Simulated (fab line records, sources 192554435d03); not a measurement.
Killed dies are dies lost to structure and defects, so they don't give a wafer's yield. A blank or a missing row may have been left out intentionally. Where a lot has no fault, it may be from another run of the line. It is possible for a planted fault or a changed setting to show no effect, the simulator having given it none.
One fault seen from 2 desks / flow n5 finfet / numbers are kept per desk, each desk with only its own; the story behind them comes last

== DESK OF THE TOOL OWNER: krf scanner-02 ==
The tool's own readings at N5_PASSIVATION_EXPOSE_27 (exposes mask PAD, defocus 0 nm): means of the sampled wafers that have a number, for each lot that ran on this tool. If a lot's mean is further than 4 standard deviations from the usual mean, the lot is out of limits and carries the mark OUT (the distance appears in the brackets).
Columns: A = exposure dose mJ cm2 at N5_PASSIVATION_EXPOSE_27, usual 32.295; B = focus offset nm at N5_PASSIVATION_EXPOSE_27, usual 0.0 nm
lot=L743; first seen here=day 13 11:50; A=32.307; B=-0.3
lot=L746; first seen here=day 14 00:37; A=32.342; B=0.5
lot=L749; first seen here=day 15 01:53; A=32.287; B=0.0
lot=L756; first seen here=day 16 19:47; A=33.471 (+42) OUT; B=-0.4
lot=L757; first seen here=day 16 20:06; A=33.514 (+44) OUT; B=0.3
This desk's verdict: out of limits on L756, L757, starting with L756 at day 16 19:47 (exposure dose mJ cm2 at N5_PASSIVATION_EXPOSE_27). Within limits: L743, L746, L749.

== METROLOGY DESK ==
What the gauges read, lot by lot, whatever tool the lot ran on: means of the sampled wafers that have a number. If a lot's mean is further than 4 standard deviations from the usual mean, the lot is out of limits and carries the mark OUT (the distance appears in the brackets).
Columns: A = cd nm at N5_MIM_TOP_LITHO_CD_MEAS_08, usual 1999.8 nm; B = cd nm at N5_PASSIVATION_CD_MEAS_30, usual 3999.8 nm
lot=L741; first seen here=day 12 20:18; A=1999.0; B=4001.1
lot=L743; first seen here=day 13 06:31; A=1999.3; B=3999.1
lot=L746; first seen here=day 13 20:26; A=1998.2; B=3997.8
lot=L747; first seen here=day 14 03:50; A=1999.6; B=4001.4
lot=L749; first seen here=day 14 19:28; A=1999.7; B=3999.2
lot=L757; first seen here=day 16 14:49; A=2000.6; B=4006.1 (+4.2) OUT
lot=L756; first seen here=day 16 15:04; A=2000.6; B=4007.8 (+5.3) OUT
lot=L759; first seen here=day 17 05:36; A=1999.6; B=4000.6
lot=L761; first seen here=day 17 20:26; A=2001.3; B=4002.4
lot=L760; first seen here=day 17 22:22; A=1998.6; B=3998.3
This desk's verdict: out of limits on L756, L757, starting with L756 at day 16 19:58 (cd nm at N5_PASSIVATION_CD_MEAS_30). Within limits: L741, L743, L746, L747, L749, L759, L761, L760.

== BROUGHT TOGETHER ==
An alarm could have come from the tool owner's desk at day 16 19:47, on L756, L757.
L756, L757 would have let the metrology desk raise an alarm at day 16 19:58.
N5_PASSIVATION_EXPOSE_27 was run on krf scanner-02 by each of the lots named.

== WHAT THE SIMULATOR HAD PUT IN ==
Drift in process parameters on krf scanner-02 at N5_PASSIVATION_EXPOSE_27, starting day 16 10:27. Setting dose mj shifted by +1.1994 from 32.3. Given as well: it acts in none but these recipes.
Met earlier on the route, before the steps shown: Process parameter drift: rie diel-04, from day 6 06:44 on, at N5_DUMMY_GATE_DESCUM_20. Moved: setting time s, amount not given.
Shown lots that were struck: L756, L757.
Fault start to first reading out of limits, in hours, per desk: tool owner, 9; metrology, 10.
